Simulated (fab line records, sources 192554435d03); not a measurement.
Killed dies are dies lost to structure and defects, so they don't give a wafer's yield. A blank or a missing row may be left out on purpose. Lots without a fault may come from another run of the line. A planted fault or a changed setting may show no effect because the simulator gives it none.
fab line records | flow n5_finfet
record lots=5 wafers=15 last_day=15
route steps=1938 shown BEOL_M1@821 BEOL_M2@841
lots that met no fault: from a run of the same line without faults
start_h: hours from the record's first day to the start of the lot's first wafer shown | wait_h: hours since the lot's step before | " the same as in the row above | L1.1+2: a row that stands for several wafers | - no value, or no start given | * or withheld: withheld | < > ~ a bound
route shown NAME@n: a module of which the file shows steps, and the number in the route of the first | usual: mean/standard deviation of fault-free wafers | same: alike in all rows | chamber/n: place in a boat | sites: the reading at each site | _std_site: their standard deviation | _edge_site: outer sites' mean less inner sites' | radius_mm: how far each site lies from the wafer's centre | mask NAME#n: copy n | behind: the tool/chamber that last shaped the wafer | hold: why the lot was held/for how many hours/how that ended | device: the transistor (n, p or np) that didn't switch | end of line: the same wafers' tests at the end of the route | a step without rows: its recipe alone | killed: dies lost to structure and defects at the first sort, not the wafer's yield | map: a wafer's dies, x killed, . not, _ none there
set.NAME: the setting as run; set.NAME@STEP: as run at that earlier step | model.NAME: the simulator's own value behind a step, which no gauge read
lots at some steps of the route; a table a step, a row a wafer
services: from which hour (start_h, from the record's first day; less than 0 if before it) a tool's chamber was out of use, for how many hours, and why
## steps
# step N5_BEOL_M1_ANNEAL_87
# recipe temp_c=400 time_s=240 ambient=vacuum
# usual heater_power_w=786/42
# columns lot.wafer tool chamber start_h wait_h heater_power_w
L077.3 pvd_sputter-03 - 146.29 0.0 773
L077.4 " - " " 768
L077.5 " - " " 748
L085.3 pvd_sputter-02 - 195.20 0.0 835
L085.5 " - " " 830
L085.6 " - " " 828
L087.1 pvd_sputter-03 - 209.46 0.0 771
L087.2 " - " " 863
L087.4 " - " " 782
L089.2 pvd_sputter-02 - 230.51 0.0 702
L089.3 " - " " 752
L089.5 " - " " 760
L090.3 pvd_sputter-03 - 234.85 0.0 848
L090.4 " - " " 785
L090.6 " - " " 788
# step N5_BEOL_M1_SPUTTER_88
# recipe material=Cu target_thk_a=45 temp_c=-20 chamber_pressure_pa=0.07 power_w=withheld time_s=8.29
# usual throttle_valve_pct=29.5/0.76
# columns lot.wafer tool chamber start_h wait_h throttle_valve_pct
L077.3 pvd_sputter-03 - 146.43 0.1 30.2
L077.4 " - " " 29.2
L077.5 " - " " 29.4
L085.3 pvd_sputter-02 - 195.34 0.1 29.6
L085.5 " - " " 29.7
L085.6 " - " " 29.3
L087.1 pvd_sputter-03 - 209.60 0.1 30.2
L087.2 " - " " 29.0
L087.4 " - " " 29.2
L089.2 pvd_sputter-02 - 230.65 0.1 29.9
L089.3 " - " " 29.0
L089.5 " - " " 29.0
L090.3 pvd_sputter-03 - 234.99 0.1 28.9
L090.4 " - " " 29.6
L090.6 " - " " 29.6
# step N5_BEOL_M1_ANNEAL_89
# recipe temp_c=400 time_s=240 ambient=vacuum
# usual heater_power_w=786/44
# columns lot.wafer tool chamber start_h wait_h heater_power_w
L077.3 pvd_sputter-03 - 146.51 0.0 763
L077.4 " - " " 781
L077.5 " - " " 768
L085.3 pvd_sputter-02 - 195.42 0.0 857
L085.5 " - " " 810
L085.6 " - " " 818
L087.1 pvd_sputter-03 - 209.68 0.0 766
L087.2 " - " " 831
L087.4 " - " " 773
L089.2 pvd_sputter-02 - 230.73 0.0 675
L089.3 " - " " 750
L089.5 " - " " 744
L090.3 pvd_sputter-03 - 235.07 0.0 874
L090.4 " - " " 760
L090.6 " - " " 770
# step N5_BEOL_M1_SPUTTER_90
# recipe material=Cu target_thk_a=45 temp_c=-20 chamber_pressure_pa=0.07 power_w=withheld time_s=8.29
# usual throttle_valve_pct=29.5/0.76
# columns lot.wafer tool chamber start_h wait_h throttle_valve_pct
L077.3 pvd_sputter-03 - 146.65 0.1 30.3
L077.4 " - " " 29.2
L077.5 " - " " 28.9
L085.3 pvd_sputter-02 - 195.56 0.1 29.5
L085.5 " - " " 29.9
L085.6 " - " " 29.2
L087.1 pvd_sputter-03 - 209.82 0.1 30.4
L087.2 " - " " 29.2
L087.4 " - " " 29.0
L089.2 pvd_sputter-02 - 230.87 0.1 29.9
L089.3 " - " " 29.1
L089.5 " - " " 28.9
L090.3 pvd_sputter-03 - 235.21 0.1 28.9
L090.4 " - " " 29.1
L090.6 " - " " 29.4
# step N5_BEOL_M1_ANNEAL_91
# recipe temp_c=400 time_s=240 ambient=vacuum
# usual heater_power_w=785/42
# columns lot.wafer tool chamber start_h wait_h heater_power_w
L077.3 pvd_sputter-03 - 146.73 0.0 751
L077.4 " - " " 773
L077.5 " - " " 771
L085.3 pvd_sputter-02 - 195.64 0.0 816
L085.5 " - " " 826
L085.6 " - " " 816
L087.1 pvd_sputter-03 - 209.90 0.0 780
L087.2 " - " " 844
L087.4 " - " " 769
L089.2 pvd_sputter-02 - 230.95 0.0 693
L089.3 " - " " 750
L089.5 " - " " 746
L090.3 pvd_sputter-03 - 235.29 0.0 849
L090.4 " - " " 779
L090.6 " - " " 784
# step N5_BEOL_M1_SPUTTER_92
# recipe material=Cu target_thk_a=45 temp_c=-20 chamber_pressure_pa=0.07 power_w=withheld time_s=8.29
# usual throttle_valve_pct=29.5/0.76
# columns lot.wafer tool chamber start_h wait_h throttle_valve_pct
L077.3 pvd_sputter-03 - 146.87 0.1 30.2
L077.4 " - " " 29.0
L077.5 " - " " 29.3
L085.3 pvd_sputter-02 - 195.78 0.1 29.5
L085.5 " - " " 29.8
L085.6 " - " " 29.2
L087.1 pvd_sputter-03 - 210.04 0.1 30.3
L087.2 " - " " 29.0
L087.4 " - " " 29.6
L089.2 pvd_sputter-02 - 231.09 0.1 29.6
L089.3 " - " " 29.1
L089.5 " - " " 29.0
L090.3 pvd_sputter-03 - 235.43 0.1 29.0
L090.4 " - " " 29.4
L090.6 " - " " 29.4
# step N5_BEOL_M1_ANNEAL_93
# recipe temp_c=400 time_s=240 ambient=vacuum
# usual heater_power_w=787/44
# columns lot.wafer tool chamber start_h wait_h heater_power_w
L077.3 pvd_sputter-03 - 146.95 0.0 764
L077.4 " - " " 750
L077.5 " - " " 772
L085.3 pvd_sputter-02 - 195.86 0.0 839
L085.5 " - " " 826
L085.6 " - " " 836
L087.1 pvd_sputter-03 - 210.12 0.0 773
L087.2 " - " " 836
L087.4 " - " " 773
L089.2 pvd_sputter-02 - 231.17 0.0 693
L089.3 " - " " 733
L089.5 " - " " 731
L090.3 pvd_sputter-03 - 235.51 0.0 863
L090.4 " - " " 770
L090.6 " - " " 754
# step N5_BEOL_M1_SPUTTER_94
# recipe material=Cu target_thk_a=45 temp_c=-20 chamber_pressure_pa=0.07 power_w=withheld time_s=8.29
# usual throttle_valve_pct=29.5/0.75
# columns lot.wafer tool chamber start_h wait_h throttle_valve_pct
L077.3 pvd_sputter-03 - 147.09 0.1 30.1
L077.4 " - " " 29.1
L077.5 " - " " 29.3
L085.3 pvd_sputter-02 - 196.00 0.1 29.3
L085.5 " - " " 29.9
L085.6 " - " " 29.5
L087.1 pvd_sputter-03 - 210.26 0.1 30.4
L087.2 " - " " 29.1
L087.4 " - " " 29.2
L089.2 pvd_sputter-02 - 231.31 0.1 29.9
L089.3 " - " " 28.8
L089.5 " - " " 29.1
L090.3 pvd_sputter-03 - 235.65 0.1 28.9
L090.4 " - " " 29.6
L090.6 " - " " 29.6
# step N5_BEOL_M1_ANNEAL_95
# recipe temp_c=400 time_s=240 ambient=vacuum
# usual heater_power_w=786/43
# columns lot.wafer tool chamber start_h wait_h heater_power_w
L077.3 pvd_sputter-03 - 147.17 0.0 791
L077.4 " - " " 765
L077.5 " - " " 767
L085.3 pvd_sputter-02 - 196.08 0.0 822
L085.5 " - " " 820
L085.6 " - " " 831
L087.1 pvd_sputter-03 - 210.34 0.0 761
L087.2 " - " " 883
L087.4 " - " " 774
L089.2 pvd_sputter-02 - 231.39 0.0 694
L089.3 " - " " 744
L089.5 " - " " 730
L090.3 pvd_sputter-03 - 235.73 0.0 864
L090.4 " - " " 785
L090.6 " - " " 759
# step N5_BEOL_M1_SPUTTER_96
# recipe material=Cu target_thk_a=45 temp_c=-20 chamber_pressure_pa=0.07 power_w=withheld time_s=8.29
# usual throttle_valve_pct=29.5/0.74
# columns lot.wafer tool chamber start_h wait_h throttle_valve_pct
L077.3 pvd_sputter-03 - 147.31 0.1 30.2
L077.4 " - " " 29.3
L077.5 " - " " 29.5
L085.3 pvd_sputter-02 - 196.22 0.1 29.8
L085.5 " - " " 29.7
L085.6 " - " " 29.7
L087.1 pvd_sputter-03 - 210.48 0.1 30.2
L087.2 " - " " 29.0
L087.4 " - " " 29.3
L089.2 pvd_sputter-02 - 231.53 0.1 29.7
L089.3 " - " " 29.2
L089.5 " - " " 29.0
L090.3 pvd_sputter-03 - 235.87 0.1 29.2
L090.4 " - " " 29.4
L090.6 " - " " 29.6
# step N5_BEOL_M1_ECD_50
# recipe material=Cu target_thk_a=3000
# columns lot.wafer tool chamber start_h wait_h
L077.3+4+5 ecd_cu-01 1,0,0 147.45 0.1
L085.3+5+6 ecd_cu-01 0,1,0 196.36 0.1
L087.1+2+4 ecd_cu-01 0,1,1 210.60 0.1
L089.2+3+5 ecd_cu-01 0,0,1 231.65 0.1
L090.3+4+6 ecd_cu-02 1,0,1 236.01 0.1
# step N5_BEOL_M1_ANNEAL_51
# recipe temp_c=225 time_s=90 ambient=N2
# usual wafer_temp_C_max=226.5/0.33
# columns lot.wafer tool chamber start_h wait_h wafer_temp_C_max
L077.3 rtp_anneal-02 0 147.60 0.1 227.0
L077.4 " 0 " " 226.5
L077.5 " 0 " " 226.4
L085.3 rtp_anneal-01 0 196.53 0.1 226.4
L085.5 " 0 " " 226.3
L085.6 " 0 " " 226.0
L087.1 rtp_anneal-01 0 210.77 0.1 226.5
L087.2 " 0 " " 226.4
L087.4 " 0 " " 226.3
L089.2 rtp_anneal-02 0 231.77 0.1 226.2
L089.3 " 0 " " 226.3
L089.5 " 0 " " 226.6
L090.3 rtp_anneal-01 0 236.51 0.5 226.4
L090.4 " 0 " " 226.7
L090.6 " 0 " " 226.2
# step N5_BEOL_M1_CMP_52
# recipe stop_on=SiOC t_overpolish_s=6.8 down_force_psi=1 platen_rpm=50 clearing_platen_down_force_psi=1.5 clearing_platen_rpm=50 post_cmp_clean=cu_alkaline target_thk_nm=40 clearing_platen_pad_velocity_m_s=0.99484 pad_velocity_m_s=0.99484
# usual barrier_field_endpoint_s=24.8/0.57 head_pressure_psi=0.9999/0.0021 motor_current_A=6.2/0.61 overpolish_run_s=6.800/0.0098 time_to_endpoint_s=62.3/2.4
# columns lot.wafer tool chamber start_h wait_h barrier_field_endpoint_s head_pressure_psi motor_current_A overpolish_run_s time_to_endpoint_s
L077.3 cmp-02 3 147.88 0.2 25.7 1.0001 6.6 6.816 63.9
L077.4 " 0 " " 25.1 0.9977 5.3 6.808 63.6
L077.5 " 2 " " 25.0 1.0007 5.4 6.791 64.9
L085.3 cmp-02 0 196.77 0.2 25.5 0.9973 5.5 6.814 64.4
L085.5 " 3 " " 26.2 0.9999 6.4 6.798 65.3
L085.6 " 0 " " 25.4 0.9979 5.6 6.794 64.1
L087.2 cmp-03 2 211.06 0.2 24.5 0.9995 5.6 6.807 61.9
L087.1 " 3 " " 24.4 0.9976 6.5 6.810 58.4
L087.4 " 0 " " 24.4 0.9990 7.1 6.799 56.4
L089.2 cmp-03 2 232.02 0.2 24.2 0.9980 5.3 6.783 58.9
L089.3 " 3 " " 24.0 1.0030 6.4 6.800 58.9
L089.5 " 3 " " 24.1 1.0014 6.4 6.790 57.6
L090.4 cmp-04 2 236.76 0.2 24.5 0.9964 6.4 6.806 63.4
L090.3 " 0 " " 25.0 0.9993 6.1 6.804 61.9
L090.6 " 1 " " 25.4 1.0025 6.6 6.804 63.5
# step N5_BEOL_M1_THK_MEAS_53
# recipe thk_meas_gauge=xrf reads=Cu_of_BEOL_M1_ECD_50
# usual M1_THK=39.4/1.3
# columns lot.wafer tool chamber start_h wait_h M1_THK[nm]
L077.3 film_metro-02 - 148.14 - 40.8
L077.4 " - " " 42.7
L077.5 " - " " 41.1
L085.3 film_metro-01 - 197.03 - 38.7
L085.5 " - " " 40.3
L085.6 " - " " 41.3
L087.1 film_metro-01 - 211.36 - 37.8
L087.2 " - " " 38.7
L087.4 " - " " 37.8
L089.2 film_metro-01 - 232.32 - 39.2
L089.3 " - " " 36.6
L089.5 " - " " 39.0
L090.3 film_metro-02 - 237.02 - 39.4
L090.4 " - " " 39.7
L090.6 " - " " 41.5
# step N5_BEOL_M1_PRE_CLEAN_60
# recipe gas=NH3/H2 time_s=15 temp_c=* rf_power_w=300
# usual heater_power_outer_w=15/8.6 heater_power_w=76/14
# columns lot.wafer tool chamber start_h wait_h heater_power_outer_w heater_power_w
L077.3 cvd_co-01 1 148.18 0.0 16 79
L077.4 " 2 " " 26 93
L077.5 " 1 " " 16 79
L085.3 cvd_co-02 2 197.07 0.0 3 55
L085.5 " 0 " " 6 62
L085.6 " 1 " " 15 77
L087.1 cvd_co-01 0 211.40 0.0 24 88
L087.2 " 2 " " 27 95
L087.4 " 0 " " 23 85
L089.2 cvd_co-01 1 232.35 0.0 16 78
L089.3 " 0 " " 23 88
L089.5 " 0 " " 24 87
L090.3 cvd_co-02 1 237.05 0.0 15 78
L090.4 " 0 " " 6 63
L090.6 " 1 " " 15 77
# step N5_BEOL_M1_CO_CAP_55
# recipe material=Co target_thk_a=20 temp_c=200 precursor=CCTBA/H2 pressure_torr=30 time_s=102.1
# usual heater_power_outer_w=116/11 heater_power_w=225/17
# columns lot.wafer tool chamber start_h wait_h heater_power_outer_w heater_power_w
L077.3 cvd_co-01 1 148.22 0.0 117 231
L077.4 " 2 " " 129 252
L077.5 " 1 " " 116 226
L085.3 cvd_co-02 2 197.11 0.0 101 199
L085.5 " 0 " " 105 210
L085.6 " 1 " " 115 231
L087.1 cvd_co-01 0 211.44 0.0 127 236
L087.2 " 2 " " 133 254
L087.4 " 0 " " 127 240
L089.2 cvd_co-01 1 232.39 0.0 116 223
L089.3 " 0 " " 127 232
L089.5 " 0 " " 121 244
L090.3 cvd_co-02 1 237.09 0.0 119 229
L090.4 " 0 " " 104 211
L090.6 " 1 " " 113 228
# step N5_BEOL_M1_PRE_CLEAN_56
# recipe gas=NH3 time_s=15 temp_c=withheld rf_power_w=300
# columns lot.wafer tool chamber start_h wait_h
L077.3+4+5 pecvd-04 2,0,2 148.31 0.1
L085.3+5+6 pecvd-04 0,1,2 197.20 0.1
L087.1+2+4 pecvd-03 0,1,2 211.53 0.1
L089.2+3+5 pecvd-02 2,0,0 232.49 0.1
L090.3+4+6 pecvd-03 2,1,2 237.18 0.1
# step N5_BEOL_M1_DEP_57
# recipe material=SiCN target_thk_a=80 temp_c=withheld precursor=3MS/NH3 pressure_torr=3 rf_w=202 time_s=14
# usual showerhead_plenum_p_Torr=3.668/0.014 throttle_valve_pct=9.0/0.39
# columns lot.wafer tool chamber start_h wait_h showerhead_plenum_p_Torr throttle_valve_pct
L077.3 pecvd-04 2 148.34 0.0 3.687 9.1
L077.4 " 0 " " 3.680 9.4
L077.5 " 2 " " 3.675 9.0
L085.3 pecvd-04 0 197.22 0.0 3.666 9.3
L085.5 " 1 " " 3.646 9.5
L085.6 " 2 " " 3.681 9.1
L087.1 pecvd-03 0 211.55 0.0 3.682 8.7
L087.2 " 1 " " 3.664 9.0
L087.4 " 2 " " 3.657 9.0
L089.2 pecvd-02 2 232.51 0.0 3.670 8.5
L089.3 " 0 " " 3.686 9.4
L089.5 " 0 " " 3.678 9.2
L090.3 pecvd-03 2 237.21 0.0 3.659 9.1
L090.4 " 1 " " 3.674 9.1
L090.6 " 2 " " 3.655 9.3
# step N5_BEOL_M1_RS_MEAS_58
# recipe thk_meas_gauge=four-point-probe reads=Co_of_BEOL_M1_CO_CAP_55+Cu_of_BEOL_M1_ECD_50+Co_of_BEOL_M1_CVD_47+TaN_of_BEOL_M1_ALD_84
# usual M1_RS=0.667/0.029
# columns lot.wafer tool chamber start_h wait_h M1_RS[ohm/sq]
L077.3 film_metro-02 - 148.40 0.1 0.637
L077.4 " - " " 0.607
L077.5 " - " " 0.633
L085.3 film_metro-02 - 197.29 0.1 0.680
L085.5 " - " " 0.648
L085.6 " - " " 0.626
L087.1 film_metro-02 - 211.62 0.0 0.705
L087.2 " - " " 0.685
L087.4 " - " " 0.707
L089.2 film_metro-02 - 232.58 0.1 0.679
L089.3 " - " " 0.743
L089.5 " - " " 0.684
L090.3 film_metro-01 - 237.28 0.1 0.665
L090.4 " - " " 0.657
L090.6 " - " " 0.617
# step N5_BEOL_M1_INSPECT_59
# recipe inspect_instrument=darkfield mode=post_dep
# usual raw_defect_count=69/24
# columns lot.wafer tool chamber start_h wait_h raw_defect_count
L077.3 defect_inspect-02 - 148.43 0.0 62
L077.4 " - " " 74
L077.5 " - " " 62
L085.3 defect_inspect-01 - 197.32 0.0 60
L085.5 " - " " 77
L085.6 " - " " 37
L087.1 defect_inspect-02 - 211.65 0.0 46
L087.2 " - " " 55
L087.4 " - " " 62
L089.2 defect_inspect-02 - 232.60 0.0 78
L089.3 " - " " 91
L089.5 " - " " 81
L090.3 defect_inspect-01 - 237.30 0.0 87
L090.4 " - " " 85
L090.6 " - " " 75
# step N5_BEOL_M2_ILD_DEP_00
# recipe material=SiOC target_thk_a=790 temp_c=350 precursor=DEMS/O2 pressure_torr=5 rf_w=500 time_s=15.3
# usual heater_power_outer_w=257/31 heater_power_w=484/43 showerhead_plenum_p_Torr=5.700/0.016 throttle_valve_pct=11.7/0.43
# columns lot.wafer tool chamber start_h wait_h heater_power_outer_w heater_power_w showerhead_plenum_p_Torr throttle_valve_pct
L077.3 pecvd-01 0 148.47 0.0 270 474 5.685 12.5
L077.4 " 0 " " 273 485 5.670 12.5
L077.5 " 1 " " 271 509 5.708 11.6
L085.3 pecvd-02 2 197.35 0.0 264 545 5.676 11.0
L085.5 " 0 " " 250 484 5.736 11.9
L085.6 " 1 " " 294 510 5.695 11.5
L087.1 pecvd-01 0 211.68 0.0 244 429 5.683 12.4
L087.2 " 1 " " 230 444 5.708 11.6
L087.4 " 0 " " 256 449 5.681 12.6
L089.2 pecvd-03 2 232.64 0.0 251 452 5.688 11.7
L089.3 " 1 " " 264 520 5.689 12.0
L089.5 " 2 " " 248 467 5.682 11.8
L090.3 pecvd-02 2 237.34 0.0 244 539 5.687 11.3
L090.4 " 0 " " 315 586 5.722 12.3
L090.6 " 1 " " 286 513 5.706 11.7
# step N5_BEOL_M2_THK_MEAS_01
# recipe reads=SiOC_of_BEOL_M2_ILD_DEP_00
# usual M2_ILD_THK=79.2/1
# columns lot.wafer tool chamber start_h wait_h M2_ILD_THK[nm]
L077.3 film_metro-01 - 148.53 0.1 78.5
L077.4 " - " " 79.7
L077.5 " - " " 81.2
L085.3 film_metro-01 - 197.42 0.1 77.9
L085.5 " - " " 79.4
L085.6 " - " " 78.6
L087.1 film_metro-02 - 211.77 0.1 77.9
L087.2 " - " " 77.6
L087.4 " - " " 77.5
L089.2 film_metro-02 - 232.72 0.1 78.9
L089.3 " - " " 79.9
L089.5 " - " " 80.3
L090.3 film_metro-02 - 237.41 0.1 79.2
L090.4 " - " " 79.4
L090.6 " - " " 78.8
# step N5_BEOL_M2_PECVD_72
# recipe material=SiO2 target_thk_a=160 temp_c=400 precursor=TEOS/O2 pressure_torr=5.5 rf_w=450 teos_flow_sccm=53.8 gas=O2 flow_sccm=3000 time_s=18
# usual heater_power_outer_w=417/49 heater_power_w=713/63 showerhead_plenum_p_Torr=8.81/0.065 throttle_valve_pct=21.9/0.78
# columns lot.wafer tool chamber start_h wait_h heater_power_outer_w heater_power_w showerhead_plenum_p_Torr throttle_valve_pct
L077.3 pecvd-02 0 148.57 0.0 411 714 8.91 22.6
L077.4 " 0 " " 417 708 8.90 22.9
L077.5 " 2 " " 439 836 8.75 20.4
L085.3 pecvd-03 1 197.46 0.0 335 634 8.80 22.4
L085.5 " 2 " " 350 611 8.74 22.1
L085.6 " 1 " " 326 648 8.81 22.2
L087.1 pecvd-02 1 211.80 0.0 416 663 8.76 21.6
L087.2 " 2 " " 448 814 8.78 20.5
L087.4 " 2 " " 453 802 8.77 20.5
L089.2 pecvd-02 1 232.76 0.0 458 729 8.79 21.9
L089.3 " 2 " " 372 731 8.75 20.6
L089.5 " 0 " " 456 781 8.91 22.9
L090.3 pecvd-01 2 237.44 0.0 443 719 8.89 21.0
L090.4 " 2 " " 444 686 8.90 20.4
L090.6 " 0 " " 478 761 8.74 23.5
# step N5_BEOL_M2_HM_DEP_02
# recipe material=TiN target_thk_a=200 temp_c=25 chamber_pressure_pa=0.49996
# usual throttle_valve_pct=29.5/0.62
# columns lot.wafer tool chamber start_h wait_h throttle_valve_pct
L077.3 pvd_sputter-03 - 150.25 1.7 28.8
L077.4 " - " " 30.3
L077.5 " - " " 29.5
L085.3 pvd_sputter-03 - 200.60 3.1 29.3
L085.5 " - " " 29.5
L085.6 " - " " 29.1
L087.1 pvd_sputter-03 - 212.95 1.1 29.0
L087.2 " - " " 30.2
L087.4 " - " " 29.0
L089.2 pvd_sputter-02 - 233.73 1.0 30.0
L089.3 " - " " 29.6
L089.5 " - " " 29.3
L090.3 pvd_sputter-02 - 239.41 2.0 29.7
L090.4 " - " " 29.7
L090.6 " - " " 29.7
# step N5_BEOL_M2_COAT_61
# recipe resist=SOC temp_c=250 time_s=60 spin_rpm=1500 resist_thk_nm=60
# usual resist_line_temp_C=23.03/0.098
# columns lot.wafer tool chamber start_h wait_h resist_line_temp_C
L077.3 litho_track-04 0 150.38 0.1 22.99
L077.4 " 0 " " 22.93
L077.5 " 0 " " 22.91
L085.3 litho_track-04 0 200.73 0.1 22.97
L085.5 " 0 " " 22.99
L085.6 " 0 " " 22.96
L087.1 litho_track-05 0 213.08 0.1 23.22
L087.2 " 0 " " 22.98
L087.4 " 0 " " 23.12
L089.2 litho_track-02 0 233.86 0.1 22.98
L089.3 " 0 " " 22.77
L089.5 " 0 " " 22.88
L090.3 litho_track-04 0 239.54 0.1 22.99
L090.4 " 0 " " 22.99
L090.6 " 0 " " 22.99
# step N5_BEOL_M2_COAT_62
# recipe resist=SiARC temp_c=220 time_s=60 spin_rpm=1500 resist_thk_nm=12
# usual resist_line_temp_C=22.99/0.1
# columns lot.wafer tool chamber start_h wait_h resist_line_temp_C
L077.3 litho_track-04 0 - - 23.03
L077.4 " 0 " " 22.98
L077.5 " 0 " " 22.92
L085.3 litho_track-04 0 - - 22.82
L085.5 " 0 " " 22.97
L085.6 " 0 " " 22.79
L087.1 litho_track-05 0 - - 23.13
L087.2 " 0 " " 23.11
L087.4 " 0 " " 23.06
L089.2 litho_track-02 0 - - 22.84
L089.3 " 0 " " 22.79
L089.5 " 0 " " 22.83
L090.3 litho_track-04 0 - - 23.04
L090.4 " 0 " " 23.01
L090.6 " 0 " " 22.98
# step N5_BEOL_M2_COAT_73
# recipe resist=underlayer temp_c=205 time_s=60 spin_rpm=1500 resist_thk_nm=5
# usual resist_line_temp_C=23.01/0.1
# columns lot.wafer tool chamber start_h wait_h resist_line_temp_C
L077.3 litho_track-04 0 - - 22.86
L077.4 " 0 " " 23.01
L077.5 " 0 " " 22.95
L085.3 litho_track-04 0 - - 23.03
L085.5 " 0 " " 23.02
L085.6 " 0 " " 23.12
L087.1 litho_track-05 0 - - 23.11
L087.2 " 0 " " 23.10
L087.4 " 0 " " 23.10
L089.2 litho_track-02 0 - - 23.05
L089.3 " 0 " " 23.13
L089.5 " 0 " " 23.17
L090.3 litho_track-04 0 - - 23.05
L090.4 " 0 " " 23.18
L090.6 " 0 " " 23.15
# step N5_BEOL_M2_COAT_05
# recipe resist=CAR-EUV spin_rpm=1500 resist_thk_nm=30
# usual resist_line_temp_C=22.98/0.11
# columns lot.wafer tool chamber start_h wait_h resist_line_temp_C
L077.3 litho_track-04 0 - - 22.90
L077.4 " 0 " " 23.07
L077.5 " 0 " " 22.82
L085.3 litho_track-04 0 - - 23.07
L085.5 " 0 " " 22.98
L085.6 " 0 " " 22.91
L087.1 litho_track-05 0 - - 22.90
L087.2 " 0 " " 22.93
L087.4 " 0 " " 22.89
L089.2 litho_track-02 0 - - 22.96
L089.3 " 0 " " 22.91
L089.5 " 0 " " 23.02
L090.3 litho_track-04 0 - - 22.87
L090.4 " 0 " " 22.84
L090.6 " 0 " " 22.96
# step N5_BEOL_M2_EBR_07
# recipe solvent=PGMEA ebr_width_mm=1.5
# usual resist_line_temp_C=23.01/0.12
# columns lot.wafer tool chamber start_h wait_h resist_line_temp_C
L077.3 litho_track-04 0 - - 23.23
L077.4 " 0 " " 23.18
L077.5 " 0 " " 23.15
L085.3 litho_track-04 0 - - 23.17
L085.5 " 0 " " 23.02
L085.6 " 0 " " 22.99
L087.1 litho_track-05 0 - - 23.11
L087.2 " 0 " " 23.03
L087.4 " 0 " " 23.13
L089.2 litho_track-02 0 - - 22.85
L089.3 " 0 " " 22.94
L089.5 " 0 " " 22.99
L090.3 litho_track-04 0 - - 23.17
L090.4 " 0 " " 23.16
L090.6 " 0 " " 22.91
# step N5_BEOL_M2_SOFTBAKE_06
# recipe temp_c=110 time_s=60 resist=CAR-EUV
# usual resist_line_temp_C=22.99/0.098
# columns lot.wafer tool chamber start_h wait_h resist_line_temp_C
L077.3 litho_track-04 0 - - 23.23
L077.4 " 0 " " 22.94
L077.5 " 0 " " 23.02
L085.3 litho_track-04 0 - - 22.94
L085.5 " 0 " " 22.97
L085.6 " 0 " " 22.93
L087.1 litho_track-05 0 - - 23.13
L087.2 " 0 " " 22.93
L087.4 " 0 " " 23.13
L089.2 litho_track-02 0 - - 22.90
L089.3 " 0 " " 22.91
L089.5 " 0 " " 23.03
L090.3 litho_track-04 0 - - 22.95
L090.4 " 0 " " 22.99
L090.6 " 0 " " 22.97
# step N5_BEOL_M2_EXPOSE_08
# recipe mask_id=M2 na=0.33 source_shape=dipole sigma_inner=0.369 sigma_outer=0.767 polarization=unpolarized dose_mj=41.25
# usual reticle_temp_C=23.00/0.1
# columns lot.wafer tool chamber start_h wait_h mask reticle_temp_C
L077.3 euv_scanner-02 0 150.53 - M2#0 23.05
L077.4 " 0 " " M2#0 22.94
L077.5 " 0 " " M2#0 23.15
L085.3 euv_scanner-01 0 200.88 - M2#0 22.96
L085.5 " 0 " " M2#0 23.06
L085.6 " 0 " " M2#0 23.10
L087.1 euv_scanner-01 0 213.21 - M2#0 22.99
L087.2 " 0 " " M2#0 23.05
L087.4 " 0 " " M2#0 23.06
L089.2 euv_scanner-02 0 234.00 - M2#0 22.87
L089.3 " 0 " " M2#0 22.96
L089.5 " 0 " " M2#0 22.88
L090.3 euv_scanner-02 0 239.69 - M2#0 22.99
L090.4 " 0 " " M2#0 22.99
L090.6 " 0 " " M2#0 23.15
# step N5_BEOL_M2_PEB_09
# recipe peb_temp_c=100 peb_time_s=60 resist=CAR-EUV
# usual resist_line_temp_C=22.99/0.11
# same peb_time_s=60
# columns lot.wafer tool chamber start_h wait_h resist_line_temp_C
L077.3 litho_track-04 0 150.58 0.0 22.92
L077.4 " 0 " " 22.92
L077.5 " 0 " " 22.82
L085.3 litho_track-04 0 200.93 0.0 23.01
L085.5 " 0 " " 23.06
L085.6 " 0 " " 23.07
L087.1 litho_track-05 0 213.28 0.1 22.91
L087.2 " 0 " " 22.99
L087.4 " 0 " " 22.83
L089.2 litho_track-04 0 234.06 0.1 22.98
L089.3 " 0 " " 22.88
L089.5 " 0 " " 23.00
L090.3 litho_track-04 0 239.74 0.0 22.90
L090.4 " 0 " " 22.92
L090.6 " 0 " " 22.94
# step N5_BEOL_M2_DEVELOP_10
# recipe develop_time_s=30 developer=TMAH resist=CAR-EUV rinse_liquid=surfactant_rinse dry=air_spin dev_temp_c=23
# usual resist_line_temp_C=22.99/0.097
# columns lot.wafer tool chamber start_h wait_h resist_line_temp_C
L077.3 litho_track-04 0 - - 22.95
L077.4 " 0 " " 23.07
L077.5 " 0 " " 23.04
L085.3 litho_track-04 0 - - 22.95
L085.5 " 0 " " 22.81
L085.6 " 0 " " 22.95
L087.1 litho_track-05 0 - - 22.96
L087.2 " 0 " " 22.89
L087.4 " 0 " " 22.89
L089.2 litho_track-04 0 - - 23.18
L089.3 " 0 " " 23.09
L089.5 " 0 " " 23.04
L090.3 litho_track-04 0 - - 23.02
L090.4 " 0 " " 22.94
L090.6 " 0 " " 22.76
# step N5_BEOL_M2_CD_MEAS_11
# recipe target_cd_nm=16.79 landing_energy_ev=500 detector=se_inlens polarity=opening
# usual cd_nm=16.74/0.24
# columns lot.wafer tool chamber start_h wait_h cd_nm
L077.3 cd_sem-02 0 150.65 - 16.50
L077.4 " 0 " " 16.14
L077.5 " 0 " " 16.40
L085.3 cd_sem-02 0 201.00 - 16.76
L085.5 " 0 " " 16.41
L085.6 " 0 " " 16.77
L087.1 cd_sem-03 0 213.34 - 16.68
L087.2 " 0 " " 16.77
L087.4 " 0 " " 17.06
L089.2 cd_sem-03 0 234.13 - 16.66
L089.3 " 0 " " 16.63
L089.5 " 0 " " 16.82
L090.3 cd_sem-02 0 239.81 - 16.86
L090.4 " 0 " " 16.90
L090.6 " 0 " " 16.58
## services
# columns tool chamber start_h hours kind
pecvd-02 1 130.79 14.1 repair
euv_scanner-02 - 134.30 1.0 pm
cmp-03 - 139.74 4.0 pm
ecd_cu-02 - 146.93 1.7 repair
cmp-04 - 147.90 5.3 pm
cvd_co-01 - 148.84 0.6 repair
euv_scanner-01 - 153.38 1.0 pm
cmp-04 - 154.33 19.0 pm
pecvd-03 - 158.28 0.6 repair
pecvd-02 0 159.04 18.5 repair
pecvd-01 0 166.46 2.1 scheduled_down
ecd_cu-01 - 178.01 1.0 repair
cmp-02 - 184.44 0.7 repair
pecvd-01 - 187.97 2.8 pm
pecvd-03 1 189.22 5.5 scheduled_down
euv_scanner-02 - 189.49 0.5 repair
cmp-04 - 191.17 5.9 repair
euv_scanner-02 - 192.56 1.0 pm
pecvd-01 2 202.38 - clean
pecvd-01 2 202.38 - consumable_replace:showerhead
pecvd-01 2 202.38 29.0 scheduled_down
euv_scanner-01 - 209.53 1.0 pm
cmp-04 - 214.02 4.0 pm
pecvd-04 2 218.76 5.5 scheduled_down
## key
fault none
